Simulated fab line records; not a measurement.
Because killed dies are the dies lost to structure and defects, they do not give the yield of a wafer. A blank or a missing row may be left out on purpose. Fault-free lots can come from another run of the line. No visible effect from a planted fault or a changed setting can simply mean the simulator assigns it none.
fab line records	flow n5Finfet	part 1 of 2: steps 1 to 4 of 6
[record] lots = 21	wafers = 63	lastDay = 17
route steps=1938 shown GATE_CUT@466 MOL_CONTACT_COAG@589 BEOL_M0_SAQP@654
lots that met no fault: taken from a fault-free run of the same line
startH: start of the lot's first displayed wafer, in hours after the record's first day	waitH: hours from the lot's prior step to this one	" unchanged from the row above	L1.1+2: one row covering several wafers at once	- no value, or no start was given	* or withheld: withheld	< > ~ a bound
route shown NAME@n: a module of which the file shows steps, and the number in the route of the first	usual: mean and standard deviation over wafers with no fault	same: alike in all rows	chamber/n: place in a boat	sites: readings site by site	_std_site: how widely they spread, as a standard deviation	_edge_site: mean of outer sites minus mean of inner sites	radiusMm: for every site, how far away it sits from the centre of the wafer	mask NAME#n: copy n	behind: the last tool/chamber to shape the wafer	hold: the reason the lot was held/the length of the hold in hours/how it ended	device: the transistor (n, p or np) that didn't switch	end of line: tests of these same wafers at the route's end	for a step that has no rows: nothing shown but its recipe	killed: the dies lost at the first sort to structure and to defects; this is not the yield of the wafer	map: a wafer's dies, x killed, . not, _ none there
set.NAME: the run value of the setting; set.NAME@STEP: its run value at that earlier step	model.NAME: the simulator's own value behind a step, which no gauge read
a sample of lots followed through the steps of the route, with each step as a table and each wafer as a row
services: a tool's chamber out of use, with start hour (startH, from the record's first day; less than 0 if before it), hours out, and reason
[[steps]]
[step N5_GATE_CUT_ETCH_56]
[recipe] chemistry = Cl2/Ar	target = TiN	targetDepthA = 216	pressureMtorr = 10	icpW = 600	biasW = 60	Cl2_flow_sccm = 40	Ar_flow_sccm = 60
[usual] drypumpMotorCurrentA = 5.6/0.34	oesProductAu = 0.83/0.12	throttleValvePct = 20.76/0.19
lot.wafer	tool	chamber	startH	waitH	drypumpMotorCurrentA	oesProductAu	rfHoursCounterH	throttleValvePct
L074.1	rieMetal-03	0	81.33	0.2	5.6	0.86	22	20.66
L074.3	"	0	"	"	5.6	0.86	-	20.66
L074.6	"	0	"	"	5.7	0.87	-	20.64
L075.1	rieMetal-01	0	91.62	0.1	5.1	0.93	5	20.58
L075.3	"	0	"	"	5.1	0.93	-	20.57
L075.6	"	1	"	"	5.5	0.56	-	21.08
L076.1	rieMetal-03	0	92.22	0.2	5.7	0.85	24	20.66
L076.4	"	0	"	"	5.6	0.85	-	20.67
L076.6	"	0	"	"	5.7	0.86	-	20.65
L077.2	rieMetal-02	1	99.96	0.1	5.3	0.57	146	21.37
L077.3	"	1	"	"	5.3	0.57	-	21.37
L077.5	"	0	"	"	6.2	0.66	-	20.91
L078.1	rieMetal-02	0	106.11	0.1	6.2	0.66	106	20.93
L078.2	"	1	"	"	5.3	0.57	147	21.36
L078.5	"	1	"	"	5.3	0.56	-	21.36
L079.2	rieMetal-01	0	112.84	0.2	5.1	0.90	-	20.57
L079.4	"	0	"	"	5.1	0.91	-	20.58
L079.6	"	0	"	"	5.1	0.90	-	20.58
L081.3	rieMetal-03	1	124.51	0.1	5.7	0.93	-	20.62
L081.5	"	0	"	"	5.6	0.84	-	20.68
L081.6	"	1	"	"	5.7	0.95	-	20.59
L082.1	rieMetal-03	1	129.75	0.1	5.7	0.94	4	20.62
L082.2	"	0	"	"	5.6	0.84	28	20.65
L082.5	"	0	"	"	5.6	0.83	-	20.66
L083.2	rieMetal-03	1	134.78	0.1	5.7	0.94	4	20.59
L083.3	"	1	"	"	5.7	0.94	-	20.60
L083.4	"	0	"	"	5.7	0.85	-	20.69
L084.1	rieMetal-03	1	142.56	0.1	5.7	0.93	4	20.62
L084.2	"	0	"	"	5.7	0.83	28	20.67
L084.3	"	0	"	"	5.6	0.84	-	20.66
L085.1	rieMetal-03	1	148.90	0.1	5.7	0.94	5	20.62
L085.2	"	0	"	"	5.7	0.83	29	20.69
L085.3	"	0	"	"	5.7	0.83	-	20.70
L087.1	rieMetal-02	1	160.31	0.1	5.3	1.01	1	20.99
L087.5	"	0	"	"	6.2	0.66	-	20.93
L087.6	"	1	"	"	5.3	1.01	-	21.00
L089.2	rieMetal-03	1	173.84	0.1	5.7	0.91	8	20.64
L089.5	"	1	"	"	5.8	0.90	-	20.61
L089.6	"	0	"	"	5.6	0.82	-	20.68
L090.1	rieMetal-02	0	176.48	0.1	6.3	0.65	114	20.93
L090.3	"	0	"	"	6.3	0.64	-	20.92
L090.4	"	1	"	"	5.3	0.98	-	21.00
L091.1	rieMetal-01	0	181.12	0.1	5.1	0.86	16	20.61
L091.2	"	1	"	"	5.5	0.91	6	20.70
L091.6	"	1	"	"	5.5	0.91	-	20.74
L092.1	rieMetal-02	0	189.33	0.1	6.2	0.65	115	20.92
L092.2	"	1	"	"	5.3	0.97	5	21.01
L092.4	"	1	"	"	5.3	0.97	-	21.01
L093.2	rieMetal-03	1	192.57	0.1	5.8	0.89	9	20.63
L093.5	"	1	"	"	5.7	0.89	-	20.65
L093.6	"	0	"	"	5.6	0.80	-	20.70
L094.3	rieMetal-03	1	205.12	0.1	5.7	0.88	-	20.64
L094.4	"	0	"	"	5.7	0.82	-	20.68
L094.5	"	0	"	"	5.6	0.81	-	20.69
L095.1	rieMetal-01	1	205.91	0.1	5.5	0.89	8	20.72
L095.2	"	0	"	"	5.1	0.84	19	20.62
L095.6	"	1	"	"	5.5	0.90	-	20.71
L096.1	rieMetal-01	0	213.38	0.1	5.2	0.85	20	20.62
L096.2	"	1	"	"	5.5	0.89	9	20.73
L096.5	"	1	"	"	5.5	0.89	-	20.71
L097.1	rieMetal-01	1	217.40	0.1	5.5	0.89	9	20.73
L097.2	"	0	"	"	5.1	0.84	20	20.61
L097.5	"	0	"	"	5.2	0.84	-	20.64
[step N5_MOL_CONTACT_COAG_STRIP_119]
[recipe] chemistry = N2/H2	timeS = 30	powerW = 1000	tempC = 250	pressureMtorr = withheld	n2FlowSccm = 1750	h2FlowSccm = 3250
[usual] drypumpMotorCurrentA = 5.40/0.16	heaterPowerW = 342/36	tempC = 249.98/0.18
lot.wafer	tool	chamber	startH	waitH	drypumpMotorCurrentA	heaterPowerW	rfHoursCounterH	tempC
L074.1	plasmaAsher-02	0	102.19	0.1	5.52	382	91	249.83
L074.3	"	0	"	"	5.51	366	-	250.06
L074.6	"	1	"	"	5.30	298	-	249.99
L075.1	plasmaAsher-01	1	110.54	0.1	5.57	371	43	249.58
L075.3	"	1	"	"	5.56	375	-	249.95
L075.6	"	1	"	"	5.57	377	-	250.00
L076.1	plasmaAsher-01	0	112.10	0.1	5.19	322	44	249.83
L076.4	"	0	"	"	5.20	322	-	250.02
L076.6	"	1	"	"	5.57	377	-	250.09
L077.2	plasmaAsher-02	1	117.54	0.1	5.30	296	94	250.10
L077.3	"	0	"	"	5.52	375	-	250.25
L077.5	"	1	"	"	5.29	294	-	250.15
L078.1	plasmaAsher-02	1	123.46	0.1	5.30	294	96	250.10
L078.2	"	0	"	"	5.52	384	96	250.03
L078.5	"	1	"	"	5.31	287	-	249.97
L079.2	plasmaAsher-01	1	132.30	0.1	5.60	364	48	250.25
L079.4	"	0	"	"	5.16	317	-	249.97
L079.6	"	1	"	"	5.61	371	-	250.14
L081.3	plasmaAsher-01	1	144.82	0.1	5.60	384	-	250.12
L081.5	"	1	"	"	5.61	378	-	250.10
L081.6	"	0	"	"	5.18	317	-	250.21
L082.1	plasmaAsher-02	0	147.54	0.1	5.53	378	100	249.95
L082.2	"	1	"	"	5.34	289	100	249.87
L082.5	"	0	"	"	5.53	375	-	250.16
L083.2	plasmaAsher-01	0	153.52	0.1	5.18	330	53	249.81
L083.3	"	1	"	"	5.59	373	-	249.63
L083.4	"	0	"	"	5.17	326	-	249.82
L084.1	plasmaAsher-02	0	160.00	0.1	5.53	374	103	249.77
L084.2	"	1	"	"	5.28	303	103	249.81
L084.3	"	0	"	"	5.54	383	-	249.73
L085.1	plasmaAsher-02	1	168.08	0.1	5.27	294	103	250.21
L085.2	"	0	"	"	5.51	375	103	250.00
L085.3	"	0	"	"	5.52	374	-	249.84
L087.1	plasmaAsher-02	0	182.42	0.1	5.53	375	106	250.15
L087.5	"	1	"	"	5.28	296	-	250.06
L087.6	"	0	"	"	5.54	372	-	249.87
L089.2	plasmaAsher-02	1	191.66	0.1	5.29	296	108	250.10
L089.5	"	1	"	"	5.32	291	-	250.25
L089.6	"	0	"	"	5.51	374	-	249.95
L090.1	plasmaAsher-02	1	194.05	0.1	5.31	291	108	249.75
L090.3	"	1	"	"	5.30	292	-	249.88
L090.4	"	0	"	"	5.54	367	-	249.71
L091.1	plasmaAsher-01	1	199.99	0.1	5.56	376	63	249.65
L091.2	"	0	"	"	5.20	325	63	250.07
L091.6	"	0	"	"	5.18	323	-	250.20
L092.1	plasmaAsher-01	1	210.47	0.1	5.59	378	67	250.01
L092.2	"	0	"	"	5.18	322	67	249.88
L092.4	"	0	"	"	5.15	325	-	249.93
L093.2	plasmaAsher-01	0	211.25	0.1	5.17	328	67	250.08
L093.5	"	0	"	"	5.16	317	-	250.02
L093.6	"	1	"	"	5.59	363	-	249.93
L094.3	plasmaAsher-02	0	223.82	0.1	5.52	379	-	250.05
L094.4	"	1	"	"	5.29	295	-	250.22
L094.5	"	0	"	"	5.52	373	-	250.07
L095.1	plasmaAsher-02	1	226.02	0.1	5.35	302	113	249.87
L095.2	"	0	"	"	5.52	381	113	249.81
L095.6	"	1	"	"	5.30	295	-	249.83
L096.1	plasmaAsher-01	1	233.18	0.1	5.59	364	71	250.06
L096.2	"	0	"	"	5.19	330	71	249.79
L096.5	"	0	"	"	5.20	325	-	249.94
L097.1	plasmaAsher-01	1	236.60	0.1	5.59	387	71	250.22
L097.2	"	0	"	"	5.17	330	71	249.75
L097.5	"	1	"	"	5.57	373	-	250.24
[step N5_MOL_CONTACT_COAG_STRIP_72]
[recipe] chemistry = N2/H2	powerW = 450	tempC = 40	pressureMtorr = 20	rfFrequencyHz = 6e+07	overashFraction = 3	biasPowerW = 7	h2Frac = 0.5	n2FlowSccm = 200	h2FlowSccm = 200
[usual] drypumpMotorCurrentA = 5.6/0.38	oesProductAu = 0.79/0.091	powerW = 450.0/1.3	rfVppV = 59.1/1.9	showerheadPlenumPTorr = 2.52/0.071	tempC = 39.99/0.11	throttleValvePct = 23.57/0.26
lot.wafer	tool	chamber	startH	waitH	drypumpMotorCurrentA	oesProductAu	powerW	rfHoursCounterH	rfVppV	showerheadPlenumPTorr	tempC	throttleValvePct
L074.1	rieDiel-03	1	103.77	0.0	5.3	0.67	450.4	244	60.8	2.61	39.83	24.11
L074.3	"	0	"	"	6.1	0.85	448.3	72	59.8	2.46	39.97	23.42
L074.6	"	3	"	"	5.6	0.96	446.9	-	57.7	2.49	40.05	23.49
L075.1	rieDiel-05	3	111.78	0.0	5.2	0.69	448.1	244	57.5	2.49	39.85	23.99
L075.3	"	0	"	"	5.7	0.72	451.1	171	60.5	2.52	40.14	23.55
L075.6	"	3	"	"	5.2	0.68	448.3	-	57.7	2.49	40.04	23.93
L076.1	rieDiel-05	0	113.30	0.0	5.7	0.73	448.8	172	58.8	2.52	40.06	23.55
L076.4	"	3	"	"	5.2	0.68	451.4	245	61.1	2.49	39.96	23.94
L076.6	"	3	"	"	5.2	0.68	451.8	-	59.0	2.49	39.82	23.93
L077.2	rieDiel-05	0	120.18	0.0	5.7	0.72	448.7	174	58.8	2.52	39.98	23.57
L077.3	"	2	"	"	5.7	0.77	448.1	169	62.4	2.63	40.10	23.16
L077.5	"	2	"	"	5.7	0.77	449.7	-	59.4	2.63	39.85	23.17
L078.1	rieDiel-03	2	124.96	0.0	6.2	0.74	449.7	147	62.2	2.45	40.07	23.80
L078.2	"	0	"	"	6.1	0.84	448.8	81	59.8	2.45	39.95	23.38
L078.5	"	2	"	"	6.2	0.75	447.6	-	61.9	2.45	40.01	23.85
L079.2	rieDiel-06	1	133.74	0.0	5.4	0.78	449.6	119	58.7	2.54	40.00	23.05
L079.4	"	0	"	"	5.0	0.72	450.0	216	60.2	2.61	40.09	23.79
L079.6	"	1	"	"	5.4	0.79	451.7	-	59.8	2.54	40.06	23.04
L081.3	rieDiel-05	1	146.49	0.0	5.2	0.74	449.7	175	56.8	2.53	40.15	23.65
L081.5	"	2	"	"	5.7	0.74	448.8	-	60.7	2.63	39.99	23.17
L081.6	"	1	"	"	5.2	0.73	450.2	-	57.8	2.53	40.11	23.65
L082.1	rieDiel-03	2	149.17	0.0	6.2	0.73	450.9	158	60.8	2.44	40.16	23.83
L082.2	"	0	"	"	6.1	0.84	450.0	92	57.7	2.45	39.78	23.38
L082.5	"	2	"	"	6.2	0.73	450.1	-	57.1	2.44	40.01	23.83
L083.2	rieDiel-05	3	155.85	0.0	5.2	0.95	450.7	6	59.4	2.49	40.03	23.77
L083.3	"	1	"	"	5.2	0.73	449.6	178	58.5	2.53	39.98	23.72
L083.4	"	2	"	"	5.7	0.75	450.6	182	56.8	2.62	40.04	23.20
L084.1	rieDiel-05	0	161.64	0.0	5.7	0.72	449.1	187	58.5	2.52	40.01	23.58
L084.2	"	3	"	"	5.2	0.93	450.0	7	57.5	2.49	40.28	23.79
L084.3	"	2	"	"	5.7	0.74	451.1	185	59.9	2.62	39.99	23.23
L085.1	rieDiel-05	3	169.90	0.0	5.2	0.94	451.2	10	59.1	2.49	39.82	23.83
L085.2	"	0	"	"	5.7	0.71	451.9	190	60.5	2.52	40.00	23.56
L085.3	"	1	"	"	5.2	0.72	450.6	183	61.6	2.52	39.93	23.71
L087.1	rieDiel-03	3	184.20	0.0	5.6	0.89	452.0	44	60.9	2.48	39.93	23.51
L087.5	"	1	"	"	5.3	0.97	448.3	-	58.9	2.60	40.02	23.78
L087.6	"	2	"	"	6.2	0.72	450.5	-	60.3	2.44	40.04	23.86
L089.2	rieDiel-05	2	192.84	0.0	5.6	0.74	448.4	190	58.6	2.62	39.69	23.17
L089.5	"	3	"	"	5.2	0.92	450.9	-	59.0	2.48	40.02	23.82
L089.6	"	0	"	"	5.7	0.71	452.1	-	61.7	2.51	39.98	23.53
L090.1	rieDiel-05	3	195.63	0.0	5.2	0.90	451.0	21	65.0	2.48	39.74	23.77
L090.3	"	1	"	"	5.2	0.72	449.4	194	60.1	2.52	40.01	23.71
L090.4	"	0	"	"	5.7	0.71	449.6	198	58.4	2.51	39.84	23.56
L091.1	rieDiel-05	0	201.17	0.0	5.7	0.71	450.2	199	55.6	2.51	40.01	23.54
L091.2	"	3	"	"	5.2	0.90	450.1	23	58.2	2.48	40.10	23.80
L091.6	"	2	"	"	5.7	0.74	451.5	-	61.1	2.62	40.06	23.20
L092.1	rieDiel-05	3	211.81	0.0	5.2	0.89	451.3	26	57.6	2.48	40.19	23.79
L092.2	"	2	"	"	5.7	0.75	448.7	196	58.7	2.62	39.99	23.22
L092.4	"	0	"	"	5.7	0.71	447.4	202	58.1	2.51	40.09	23.59
L093.2	rieDiel-03	3	212.47	0.0	5.6	0.89	448.3	54	55.7	2.47	39.89	23.54
L093.5	"	2	"	"	6.2	0.72	451.9	-	56.0	2.43	40.07	23.87
L093.6	"	1	"	"	5.3	0.92	449.9	-	56.7	2.60	39.95	23.78
L094.3	rieDiel-06	3	225.30	0.0	6.4	0.70	449.6	216	58.9	2.40	39.81	23.39
L094.4	"	2	"	"	5.6	0.94	452.0	-	59.3	2.71	39.82	23.28
L094.5	"	3	"	"	6.5	0.69	452.3	-	56.0	2.40	39.84	23.36
L095.1	rieDiel-03	2	227.23	0.0	6.2	0.72	452.1	189	58.7	2.43	39.69	23.90
L095.2	"	1	"	"	5.3	0.92	448.7	27	59.8	2.59	39.93	23.85
L095.6	"	2	"	"	6.2	0.72	450.4	-	58.4	2.43	39.97	23.82
L096.1	rieDiel-06	2	234.59	0.0	5.7	0.91	449.3	18	57.9	2.71	39.84	23.25
L096.2	"	1	"	"	5.4	0.74	450.2	157	56.1	2.53	39.88	23.11
L096.5	"	1	"	"	5.4	0.74	449.4	-	57.2	2.52	39.70	23.11
L097.1	rieDiel-03	1	238.04	0.0	5.3	0.92	452.5	31	57.3	2.59	40.09	23.85
L097.2	"	3	"	"	5.6	0.86	450.5	64	57.9	2.47	40.24	23.60
L097.5	"	2	"	"	6.2	0.70	451.0	-	58.0	2.43	39.93	23.86
[step N5_BEOL_M0_SAQP_ETCH_84]
[recipe] chemistry = N2/H2	target = SOC	targetDepthA = 1000	overetchA = 200	maskMaterial = SiARC	tempC = 40	timeS = 150	ionEnergyEv = 200	pressureMtorr = 30	sourceW = 840	biasW = 150	n2FlowSccm = 200	h2FlowSccm = 200
[usual] drypumpMotorCurrentA = 5.5/0.4	oesProductAu = 0.70/0.089	rfVppV = 524.8/2.5	showerheadPlenumPTorr = 2.57/0.09	tempC = 40.01/0.11	throttleValvePct = 17.77/0.27
lot.wafer	tool	chamber	startH	waitH	drypumpMotorCurrentA	oesProductAu	rfHoursCounterH	rfVppV	showerheadPlenumPTorr	tempC	throttleValvePct
L074.1	rieDiel-04	1	109.92	0.0	5.1	0.63	226	526.3	2.62	39.93	17.89
L074.3	"	3	"	"	5.9	0.65	190	521.5	2.41	40.15	18.06
L074.6	"	3	"	"	5.9	0.65	-	519.8	2.41	40.04	18.07
L075.1	rieDiel-02	1	119.01	0.0	5.6	0.68	137	527.4	2.63	39.77	17.73
L075.3	"	2	"	"	5.1	0.65	185	523.1	2.54	39.93	17.77
L075.6	"	2	"	"	5.1	0.65	-	523.6	2.54	39.89	17.77
L076.1	rieDiel-01	1	120.20	0.0	6.0	0.62	239	523.0	2.48	40.03	17.61
L076.4	"	0	"	"	5.3	0.77	57	527.5	2.69	39.88	17.74
L076.6	"	3	"	"	5.7	0.64	-	527.4	2.63	40.06	17.64
L077.2	rieDiel-01	0	143.05	0.0	5.3	0.75	64	527.1	2.69	39.87	17.75
L077.3	"	1	"	"	6.0	0.61	247	523.5	2.48	39.98	17.62
L077.5	"	0	"	"	5.4	0.75	-	526.9	2.69	40.03	17.76
L078.1	rieDiel-04	2	143.21	0.0	4.7	0.83	10	528.0	2.72	39.97	17.68
L078.2	"	0	"	"	5.3	0.87	3	520.8	2.50	39.98	17.55
L078.5	"	3	"	"	5.9	0.64	-	520.8	2.41	40.03	18.08
L079.2	rieDiel-01	2	143.49	0.0	5.4	0.66	166	524.1	2.56	39.96	18.11
L079.4	"	0	"	"	5.3	0.75	64	528.1	2.69	40.00	17.76
L079.6	"	2	"	"	5.4	0.65	-	523.6	2.56	40.04	18.11
L081.3	rieDiel-04	1	152.92	0.0	5.1	0.62	241	524.2	2.62	40.23	17.90
L081.5	"	3	"	"	5.9	0.64	-	520.8	2.41	40.02	18.10
L081.6	"	2	"	"	4.7	0.82	-	528.4	2.72	39.91	17.66
L082.1	rieDiel-04	1	155.24	0.0	5.1	0.62	241	525.2	2.62	40.00	17.91
L082.2	"	0	"	"	5.4	0.85	7	521.6	2.49	40.09	17.55
L082.5	"	2	"	"	4.7	0.82	-	529.1	2.72	40.10	17.67
L083.2	rieDiel-04	3	162.72	0.0	5.9	0.63	209	520.5	2.40	40.07	18.09
L083.3	"	0	"	"	5.4	0.85	10	522.6	2.49	39.81	17.55
L083.4	"	2	"	"	4.7	0.81	17	529.8	2.72	40.02	17.67
L084.1	rieDiel-01	3	168.00	0.0	5.7	0.63	191	525.5	2.62	39.77	17.66
L084.2	"	0	"	"	5.3	0.74	74	528.6	2.68	39.90	17.76
L084.3	"	2	"	"	5.4	0.65	176	521.8	2.55	39.93	18.12
L085.1	rieDiel-01	1	175.66	0.0	6.0	0.89	1	523.6	2.48	40.02	17.09
L085.2	"	0	"	"	5.4	0.73	76	528.7	2.68	40.19	17.78
L085.3	"	3	"	"	5.7	0.63	192	524.8	2.62	40.18	17.67
L087.1	rieDiel-01	2	189.71	0.0	5.4	0.64	181	523.6	2.55	39.83	18.13
L087.5	"	0	"	"	5.3	0.74	-	528.5	2.68	40.12	17.79
L087.6	"	3	"	"	5.7	0.62	-	527.4	2.62	39.76	17.69
L089.2	rieDiel-04	0	199.12	0.0	5.4	0.82	22	523.5	2.49	40.00	17.57
L089.5	"	2	"	"	4.7	0.79	-	529.5	2.71	39.97	17.70
L089.6	"	1	"	"	5.1	0.89	-	524.9	2.61	40.03	17.48
L090.1	rieDiel-02	3	204.02	0.0	4.9	0.76	50	523.0	2.48	39.77	17.93
L090.3	"	0	"	"	6.6	0.88	1	524.8	2.61	39.71	17.34
L090.4	"	2	"	"	5.1	0.64	214	523.3	2.53	40.01	17.81
L091.1	rieDiel-01	2	207.12	0.0	5.4	0.64	187	522.8	2.55	39.92	18.14
L091.2	"	1	"	"	6.0	0.85	8	521.6	2.47	40.07	17.10
L091.6	"	0	"	"	5.3	0.73	-	527.4	2.68	40.00	17.79
L092.1	rieDiel-01	0	217.61	0.0	5.3	0.73	89	527.2	2.68	40.09	17.80
L092.2	"	1	"	"	6.0	0.84	11	521.9	2.47	39.86	17.11
L092.4	"	2	"	"	5.4	0.64	190	523.1	2.55	39.92	18.13
L093.2	rieDiel-02	3	222.21	0.0	4.9	0.76	55	523.5	2.48	39.91	17.93
L093.5	"	1	"	"	5.6	0.65	-	528.4	2.62	39.99	17.80
L093.6	"	2	"	"	5.1	0.63	-	522.3	2.53	40.13	17.82
L094.3	rieDiel-01	3	232.22	0.0	5.8	0.62	209	526.1	2.61	40.11	17.68
L094.4	"	0	"	"	5.3	0.73	94	527.4	2.68	39.93	17.82
L094.5	"	3	"	"	5.7	0.61	-	526.3	2.61	40.05	17.68
L095.1	rieDiel-01	3	233.91	0.0	5.7	0.62	210	526.5	2.61	39.93	17.69
L095.2	"	2	"	"	5.5	0.63	194	522.9	2.54	40.10	18.15
L095.6	"	2	"	"	5.4	0.64	-	522.9	2.54	39.99	18.15
L096.1	rieDiel-01	2	239.91	0.0	5.4	0.64	196	524.4	2.54	39.90	18.16
L096.2	"	1	"	"	6.0	0.83	18	522.9	2.47	40.10	17.12
L096.5	"	3	"	"	5.7	0.62	-	527.0	2.61	39.94	17.71
L097.1	rieDiel-01	0	244.67	0.0	5.3	0.72	98	527.2	2.67	40.02	17.82
L097.2	"	3	"	"	5.7	0.61	214	525.9	2.61	40.08	17.71
L097.5	"	2	"	"	5.4	0.64	-	523.9	2.54	40.01	18.16
